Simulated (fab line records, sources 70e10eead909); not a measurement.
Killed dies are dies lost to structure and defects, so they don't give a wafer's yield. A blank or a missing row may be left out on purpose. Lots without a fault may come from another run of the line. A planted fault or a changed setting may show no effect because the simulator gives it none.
A struck lot beside a sound one | flow nand_harc | 36 steps out of a route of 1159
Sound: wafers L767.2, L767.5, L767.6. Struck: wafers L776.2, L776.5. (L776.4 of the same lot was not struck and is left out.) The cause comes at the end.
At each step with rows: each side's tool, then ch and its chambers, then its first start. Under that, the readings that differ: sound wafers | struck wafers | difference of the means | sigmas: that difference in standard deviations of wafers without a fault.
alike: readings whose means differ by less than 2 such deviations, and words and numbers that are the same on both sides. not compared: withheld readings, readings that some wafer has no value for, bounds like >300 that may hide the same value, and numbers for which the record gives no deviation and whose values overlap.
The two part at a step that has a row with sigmas, a row that says differs or no value, or rows on one side only. Numbers that don't overlap but have no deviation are shown without sigmas and don't part them. A reading that every wafer of one side lacks parts them only if that side has two wafers or more.

first, 3 steps without rows for these wafers: NHARC_A_WL_FILL_CVD_03 (deposits W, target thk 40 nm, time 3302 s); NHARC_A_WL_FILL_ETCHBACK_04 (etches the open film in NF3, target depth 60 nm, time 120 s); NHARC_A_WL_FILL_ETCHBACK_05 (etches the open film in Cl2/BCl3, target depth 22 nm, time 60 s).
NHARC_A_WL_FILL_STRIP_27: strips in N2/H2, time 20 s.
  sound on plasma_asher-01 ch 0,1, day 15 10:27; struck on plasma_asher-02 ch 1, day 17 19:22
  reading                     | sound       | struck  | difference | sigmas
  drypump_motor_current_A (A) | 5.0 5.2 5.0 | 5.8 5.8 | +0.7       | +2
  alike: heater_power_w
  not compared: rf_hours_counter_h
then, 5 steps without rows for these wafers: NHARC_A_WL_FILL_STRIP_28 (strips in post etch residue remover, time 1200 s); NHARC_A_WL_FILL_PRECLEAN_06 (cleans in DIW, time 300 s); NHARC_A_WL_FILL_SRD_07; NHARC_A_WL_FILL_ANNEAL_08 (time 1800 s); NHARC_A_WL_FILL_ALD_10 (deposits SiO2, target thk 50 nm, pulse time 10 s, ald cycles 500).
NHARC_A_WL_FILL_ETCHBACK_16: etches the open film in C4F8/O2/Ar, target depth 88 nm, time 17.6 s.
  sound on rie_diel-07 ch 0,3; struck on rie_diel-08 ch 1,2
  alike: oes_product_au, rf_fwd_power_W, rf_vpp_V
  not compared: rf_hours_counter_h
NHARC_A_WL_FILL_STRIP_29: strips in O2, time 20 s.
  sound on rie_diel-07 ch 1,2, day 15 20:16; struck on rie_diel-08 ch 0, day 18 07:28
  alike: drypump_motor_current_A, oes_product_au, rf_vpp_V, showerhead_plenum_p_Torr, throttle_valve_pct
  not compared: rf_hours_counter_h
NHARC_A_WL_FILL_ETCHBACK_17: etches the open film in Cl2/BCl3, target depth 4 nm, time 26.7 s.
  sound on rie_metal-01 ch 0,1, day 15 20:21; struck on rie_metal-01 ch 1, day 18 07:34
  alike: drypump_motor_current_A, oes_product_au
  not compared: rf_hours_counter_h
then, 7 steps without rows for these wafers: NHARC_A_WL_FILL_PRECLEAN_18 (cleans in dHF, time 30 s); NHARC_A_WL_FILL_SRD_21; NHARC_A_WL_FILL_CVD_23 (deposits poly-Si, target thk 40 nm, time 800 s); NHARC_A_WL_FILL_ETCHBACK_26 (etches the open film in HBr, target depth 52 nm, time 13.3 s); NHARC_A_WL_FILL_PRECLEAN_30 (cleans in dHF, time 10 s); NHARC_A_WL_FILL_SRD_14; NHARC_A_WL_FILL_ALD_19 (deposits TiN, target thk 2 nm, pulse time 3 s, ald cycles 100).
NHARC_A_WL_FILL_CVD_20: deposits W, target thk 75 nm, time 5064 s.
  sound on cvd_w-02 ch 0,1; struck on cvd_w-01 ch 0,1
  reading                | sound       | struck  | difference | sigmas
  throttle_valve_pct (%) | 7.5 7.6 8.0 | 8.6 8.3 | +0.7       | +2
  alike: heater_power_outer_w, heater_power_w, mfc_h2_sccm
NHARC_A_WL_FILL_CMP_12: polishes, t overpolish 30 s, target thk 75 nm.
  sound on cmp-04 ch 0,3, day 16 07:12; struck on cmp-01 ch 1,3, day 18 18:26
  reading             | sound          | struck    | difference | sigmas
  motor_current_A (A) | 10.1 12.5 10.6 | 14.8 11.9 | +2.3       | +2
  alike: edge_zone_pressure_frac, overpolish_run_s, slurry_filter_dp_kPa, time_to_endpoint_s
then, 14 steps without rows for these wafers: NHARC_A_WL_FILL_SRD_31; NHARC_A_CONTACT_DEP_24 (deposits SiO2, target thk 500 nm); NHARC_A_CONTACT_DEP_28 (deposits aC, target thk 3600 nm); NHARC_A_CONTACT_DEP_29 (deposits SiON, target thk 70 nm); NHARC_A_CONTACT_DEHYDRATE_32 (time 120 s); NHARC_A_CONTACT_HMDS_33 (time 30 s); NHARC_A_CONTACT_COAT_34 (time 75 s); NHARC_A_CONTACT_COAT_35 (time 65 s); NHARC_A_CONTACT_COAT_36 (resist thk 90 nm); NHARC_A_CONTACT_SOFTBAKE_37 (time 55 s); NHARC_A_CONTACT_EBR_38; NHARC_A_CONTACT_EXPOSE_39 (exposes mask A CC 3); NHARC_A_CONTACT_PEB_40 (peb time 65 s); NHARC_A_CONTACT_DEVELOP_41 (develop time 35 s).
-- the record jumps here: 3 days lie between the struck wafers' starts before and after (it left off in module A_CONTACT and takes up again in module END, whose first step shown is number 1159 of the route) --
NHARC_END_SORT_01:
  sound on prober-01 ch 0, day 19 21:41; struck on prober-01 ch 0, day 22 00:15
  reading         | sound    | struck | difference | sigmas
  killed_at_array | 25 22 16 | 56 59  | +36        | +3
  killed_dies     | 30 25 24 | 63 62  | +36        | +3
  alike: killed_at_other, killed_at_periphery, killed_open, killed_short

WHERE THEY PART
First at NHARC_A_WL_FILL_STRIP_27; last, within this record, at NHARC_END_SORT_01.

WHY: what the simulator had put in
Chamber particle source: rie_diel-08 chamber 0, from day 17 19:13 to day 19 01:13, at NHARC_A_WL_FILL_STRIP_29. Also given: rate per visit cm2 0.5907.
